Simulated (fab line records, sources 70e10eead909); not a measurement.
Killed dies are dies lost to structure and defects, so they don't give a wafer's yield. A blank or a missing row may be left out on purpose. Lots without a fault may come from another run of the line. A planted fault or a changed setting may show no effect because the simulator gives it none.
fab line records | flow nand_harc
record lots=12 wafers=35 last_day=24
route steps=1159 shown A_CHANNEL_FILL_D1@492
lots that met no fault: from a run of the same line without faults
start_h: hours from the record's first day to the start of the lot's first wafer shown | wait_h: hours since the lot's step before | " the same as in the row above | L1.1+2: a row that stands for several wafers | - no value, or no start given | * or withheld: withheld | < > ~ a bound
route shown NAME@n: a module of which the file shows steps, and the number in the route of the first | usual: mean/standard deviation of fault-free wafers | same: alike in all rows | chamber/n: place in a boat | sites: the reading at each site | _std_site: their standard deviation | _edge_site: outer sites' mean less inner sites' | radius_mm: how far each site lies from the wafer's centre | mask NAME#n: copy n | behind: the tool/chamber that last shaped the wafer | hold: why the lot was held/for how many hours/how that ended | device: the transistor (n, p or np) that didn't switch | end of line: the same wafers' tests at the end of the route | a step without rows: its recipe alone | killed: dies lost to structure and defects at the first sort, not the wafer's yield | map: a wafer's dies, x killed, . not, _ none there
set.NAME: the setting as run; set.NAME@STEP: as run at that earlier step | model.NAME: the simulator's own value behind a step, which no gauge read
steps of the route over a sample of lots; a table a step, a row a wafer
services: from which hour (start_h, from the record's first day; less than 0 if before it) a tool's chamber was out of use, for how many hours, and why
## steps
# step NHARC_A_CHANNEL_FILL_D1_ALD_02
# recipe target_thk_a=60 pulse_time_s=10 ald_cycles=60 temp_c=300 material=SiO2
# usual ald_cycles=60/0 heater_power_w=483/44 precursor_pulse_height_rel=0.998/0.02 susceptor_temp_C=300.02/0.19
# columns lot.wafer tool chamber start_h wait_h ald_cycles heater_power_w precursor_pulse_height_rel susceptor_temp_C
L162.3 ald_hk-03 2 188.71 - 60 551 1.013 300.10
L162.1 " 0 " " 60 452 0.983 300.38
L162.6 " 2 " " 60 566 1.019 299.89
L163.3 ald_hk-01 2 197.55 - 60 530 1.010 300.57
L163.5 " 1 " " 60 437 0.967 299.89
L163.6 " 2 " " 60 511 1.006 300.07
L164.4 ald_hk-01 0 198.06 - 60 466 1.030 299.84
L164.2 " 1 " " 60 434 1.003 299.96
L164.5 " 3 " " 60 512 0.982 299.63
L165.4 ald_hk-03 0 203.96 0.1 60 450 1.001 300.03
L165.2 " 2 " " 60 572 0.967 300.10
L165.6 " 1 " " 60 509 0.959 300.22
L168.1 ald_hk-01 3 210.67 - 60 529 0.960 300.06
L168.2 " 1 " " 60 411 1.021 300.29
L168.6 " 3 " " 60 508 1.026 299.91
L167.4 ald_hk-03 1 211.29 - 60 517 0.996 300.04
L167.1 " 2 " " 60 571 1.016 299.86
L167.6 " 0 " " 60 453 0.987 300.08
L169.2 ald_hk-01 3 227.92 - 65 513 1.048 299.80
L169.4 " 0 " " 60 464 0.989 300.09
L169.3 " 1 " " 60 432 1.004 299.98
L172.5 ald_hk-01 1 245.52 - 65 458 0.999 300.16
L172.6 " 2 " " 60 516 0.974 300.26
L179.3 ald_hk-03 0 284.87 - 60 443 1.003 300.08
L179.4 " 1 " " 60 518 1.001 299.70
L179.5 " 0 " " 60 437 0.965 300.24
L183.2 ald_hk-02 2 302.21 - 60 440 1.010 299.90
L183.5 " 3 " " 60 457 0.999 299.96
L183.6 " 0 " " 60 437 0.979 300.17
L184.3 ald_hk-03 3 314.53 - 60 414 0.992 300.03
L184.1 " 2 " " 60 560 1.022 300.13
L184.5 " 0 " " 60 449 0.975 299.99
L185.1 ald_hk-01 1 326.43 - 60 464 1.001 300.08
L185.5 " 3 " " 60 490 0.962 299.90
L185.6 " 0 " " 60 472 1.033 300.02
# step NHARC_A_CHANNEL_FILL_D1_ALD_14
# recipe target_thk_a=25 pulse_time_s=10 ald_cycles=25 temp_c=300 material=SiO2
# usual ald_cycles=25/0 heater_power_w=476/44 precursor_pulse_height_rel=0.999/0.021 susceptor_temp_C=299.99/0.2
# columns lot.wafer tool chamber start_h wait_h ald_cycles heater_power_w precursor_pulse_height_rel susceptor_temp_C
L162.3 ald_hk-03 0 195.68 0.1 25 442 1.004 300.22
L162.1 " 1 " " 25 509 1.021 299.96
L162.6 " 0 " " 25 452 1.036 300.11
L164.4 ald_hk-02 2 204.49 0.0 25 447 1.023 300.03
L164.2 " 1 " " 25 462 1.029 299.60
L164.5 " 2 " " 25 431 0.968 300.05
L163.3 ald_hk-03 1 204.49 0.0 25 503 1.004 299.91
L163.5 " 1 " " 25 528 0.974 299.63
L163.6 " 2 " " 25 557 1.013 299.96
L165.4 ald_hk-03 1 210.96 0.0 25 505 1.029 299.83
L165.2 " 3 " " 25 425 0.978 299.61
L165.6 " 2 " " 25 570 1.016 300.10
L168.1 ald_hk-03 3 217.69 0.0 25 413 0.978 299.75
L168.2 " 2 " " 25 572 1.013 299.75
L168.6 " 0 " " 25 458 1.032 300.04
L167.4 ald_hk-01 2 217.74 0.1 25 531 1.020 300.09
L167.1 " 3 " " 25 520 0.987 300.08
L167.6 " 2 " " 25 528 0.997 300.11
L169.4 ald_hk-03 2 237.65 2.8 25 558 0.975 299.77
L169.2 " 3 " " 25 408 1.009 299.83
L169.3 " 0 " " 25 459 0.997 300.14
L172.6 ald_hk-01 0 252.44 0.2 25 472 1.023 299.82
L172.5 " 1 " " 25 436 0.967 299.86
L179.4 ald_hk-01 2 292.15 0.3 25 530 1.000 299.91
L179.3 " 3 " " 25 505 1.002 300.21
L179.5 " 2 " " 25 544 0.998 299.85
L183.2 ald_hk-02 1 309.02 0.1 25 451 1.022 300.19
L183.6 " 1 " " 25 442 1.001 300.35
L183.5 " 2 " " 25 442 0.971 300.16
L184.1 ald_hk-02 2 324.31 2.8 25 456 1.008 300.20
L184.3 " 3 " " 25 464 1.009 300.09
L184.5 " 2 " " 25 447 0.997 300.31
L185.1 ald_hk-02 2 335.26 2.0 25 444 1.007 299.99
L185.5 " 1 " " 25 461 1.038 300.24
L185.6 " 2 " " 25 442 0.999 300.29
# step NHARC_A_CHANNEL_FILL_D1_ETCHBACK_20
# recipe target_depth_a=270 time_s=13.5 c4f8_flow_sccm=withheld o2_flow_sccm=8 ar_flow_sccm=withheld rf_w=600 bias_w=1500 chemistry=C4F8/O2/Ar
# usual oes_product_au=0.97/0.038 rf_vpp_V=980/5.4
# columns lot.wafer tool chamber start_h wait_h oes_product_au rf_hours_counter_h rf_vpp_V
L162.1 rie_diel-03 2 215.09 - 0.99 4 987
L162.3 " 3 " " 1.01 4 979
L162.6 " 2 " " 1.00 - 986
L164.2 rie_diel-07 3 221.37 - 0.91 27 988
L164.4 " 1 " " 0.93 27 983
L164.5 " 3 " " 0.90 - 988
L163.3 rie_diel-04 2 221.40 - 0.92 4 969
L163.6 " 3 " " 0.91 - 988
L163.5 " 0 " " 0.92 - 970
L165.4 rie_diel-04 3 228.74 - 0.92 4 988
L165.2 " 0 " " 0.92 4 971
L165.6 " 3 " " 0.91 - 987
L168.1 rie_diel-03 1 234.84 - 1.01 0 978
L168.2 " 0 " " 1.00 0 980
L168.6 " 2 " " 0.99 - 986
L167.4 rie_diel-04 1 234.85 - 0.92 5 981
L167.1 " 2 " " 0.92 4 970
L167.6 " 0 " " 0.92 - 970
L169.4 rie_diel-07 0 257.22 - 0.99 3 977
L169.3 " 1 " " 1.01 4 982
L169.2 " 3 " " 1.00 3 987
L172.6 rie_diel-03 0 269.40 - 1.00 - 980
L172.5 " 1 " " 1.01 - 977
L179.4 rie_diel-03 3 308.80 - 1.02 2 978
L179.3 " 1 " " 1.01 2 978
L179.5 " 2 " " 1.01 - 987
L183.2 rie_diel-07 2 326.11 - 1.01 19 984
L183.5 " 3 " " 1.01 - 987
L183.6 " 0 " " 0.99 - 977
L184.3 rie_diel-03 3 341.23 - 1.00 3 979
L184.1 " 1 " " 1.01 3 978
L184.5 " 0 " " 1.00 - 981
L185.1 rie_diel-07 3 352.27 - 0.93 22 987
L185.6 " 1 " " 0.94 - 983
L185.5 " 2 " " 0.94 - 983
# step NHARC_A_CHANNEL_FILL_D1_STRIP_28
# recipe time_s=20 o2_flow_sccm=500 ar_flow_sccm=0 bias_w=0 chemistry=O2
# usual drypump_motor_current_A=5.8/0.52 oes_product_au=0.998/0.0094 rf_vpp_V=57.9/0.86 showerhead_plenum_p_Torr=3.58/0.13 throttle_valve_pct=17.036/0.0093
# columns lot.wafer tool chamber start_h wait_h drypump_motor_current_A oes_product_au rf_hours_counter_h rf_vpp_V showerhead_plenum_p_Torr throttle_valve_pct
L162.3 rie_diel-03 0 215.17 0.1 5.5 0.999 4 58.4 3.57 17.033
L162.1 " 1 " " 6.0 0.996 4 57.4 3.51 17.034
L162.6 " 1 " " 6.0 1.007 - 57.2 3.51 17.023
L164.2 rie_diel-07 2 221.46 0.1 6.8 1.002 33 57.7 3.69 17.025
L164.4 " 3 " " 5.0 0.986 27 60.0 3.76 17.024
L164.5 " 3 " " 5.0 0.976 - 57.5 3.76 17.039
L163.3 rie_diel-04 3 221.47 0.1 6.3 0.992 4 57.0 3.77 17.019
L163.5 " 0 " " 5.2 0.994 - 58.0 3.32 17.037
L163.6 " 1 " " 5.7 0.992 - 58.3 3.59 17.049
L165.2 rie_diel-04 1 228.83 0.1 5.8 0.993 4 56.6 3.59 17.048
L165.4 " 2 " " 5.9 1.003 4 56.4 3.32 17.006
L165.6 " 1 " " 5.8 0.990 - 58.4 3.59 17.038
L168.2 rie_diel-03 3 234.94 0.1 5.0 1.013 0 58.5 3.56 17.026
L168.1 " 0 " " 5.4 1.002 0 57.5 3.57 17.026
L168.6 " 2 " " 6.4 1.007 - 59.4 3.75 17.042
L167.4 rie_diel-04 3 234.94 0.1 6.4 0.993 4 57.2 3.77 17.033
L167.1 " 0 " " 5.3 1.001 5 56.3 3.31 17.033
L167.6 " 1 " " 5.7 1.001 - 58.5 3.59 17.031
L169.3 rie_diel-07 0 257.32 0.1 6.0 0.984 3 58.7 3.51 17.043
L169.2 " 1 " " 6.1 0.992 4 57.8 3.64 17.043
L169.4 " 2 " " 6.8 1.019 4 58.4 3.68 17.039
L172.5 rie_diel-03 2 269.47 0.0 6.3 1.004 - 58.3 3.75 17.029
L172.6 " 3 " " 5.1 1.007 - 57.4 3.56 17.036
L179.3 rie_diel-03 3 308.92 0.1 5.0 1.009 2 58.7 3.56 17.032
L179.4 " 1 " " 6.0 0.998 2 58.6 3.51 17.031
L179.5 " 0 " " 5.5 0.997 - 57.9 3.57 17.021
L183.2 rie_diel-07 0 326.18 0.1 6.0 0.987 18 58.6 3.50 17.039
L183.5 " 0 " " 6.0 0.989 - 58.8 3.50 17.032
L183.6 " 1 " " 6.1 1.003 - 58.0 3.63 17.042
L184.3 rie_diel-03 1 341.32 0.1 6.0 1.004 3 56.5 3.51 17.035
L184.1 " 2 " " 6.3 1.007 3 59.9 3.75 17.035
L184.5 " 2 " " 6.3 1.001 - 59.3 3.75 17.033
L185.1 rie_diel-07 0 352.35 0.1 6.1 0.985 23 57.8 3.50 17.043
L185.5 " 1 " " 6.1 1.002 - 58.8 3.63 17.037
L185.6 " 2 " " 6.8 1.011 - 57.7 3.67 17.031
## services
# columns tool chamber start_h hours kind
rie_diel-07 3 168.86 7.2 repair
rie_diel-03 0 169.80 - clean
rie_diel-03 1 169.80 - clean
rie_diel-04 - 180.16 0.8 repair
rie_diel-07 0 182.79 13.6 repair
rie_diel-03 - 215.30 9.0 pm
rie_diel-07 - 228.52 9.0 pm
ald_hk-01 - 231.50 10.0 pm
rie_diel-07 - 246.38 1.0 repair
rie_diel-04 0 251.43 1.7 repair
rie_diel-04 2 273.58 4.3 repair
ald_hk-02 - 280.00 10.0 pm
rie_diel-04 - 288.90 9.0 pm
ald_hk-02 - 304.51 2.8 repair
rie_diel-04 - 319.18 1.7 repair
ald_hk-03 - 328.43 10.0 pm
ald_hk-03 0 328.43 10.0 vent_cycle
ald_hk-03 1 328.43 10.0 vent_cycle
ald_hk-03 2 328.43 10.0 vent_cycle
ald_hk-03 3 328.43 10.0 vent_cycle
ald_hk-03 0 338.43 - clean
ald_hk-03 1 338.43 - clean
ald_hk-03 2 338.43 - clean
ald_hk-03 3 338.43 - clean
## key
first_sign step=NHARC_A_CHANNEL_FILL_D1_ALD_02 reading=ald_cycles direction=up sigmas=99+ usual=60 struck=65
effect none on later readings
met_at NHARC_A_CHANNEL_FILL_D1_ALD_02
struck_lots L169,L172
struck_wafers L169.2,L172.5
tester_left_out L169,L172
not_acting_at NHARC_A_CHANNEL_FILL_D1_ALD_14,NHARC_A_CHANNEL_FILL_D1_ETCHBACK_20,NHARC_A_CHANNEL_FILL_D1_STRIP_28
fault kind=process_parameter_drift tool=ald_hk-01 chamber=- onset_h=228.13 steps=NHARC_A_CHANNEL_FILL_D1_ALD_02 channel=ald_cycles offset=5 shape=step end_h=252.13 scope=struck_wafers_only acts_in=these_recipes_only stated=60
# tester_left_out: of these lots the tester's yield and bins aren't shown, on N5 and GAA mostly nor the transistor test; their killed dies are dies lost to structure and defects alone, not to doping, threshold or leakage, so they don't give the yield
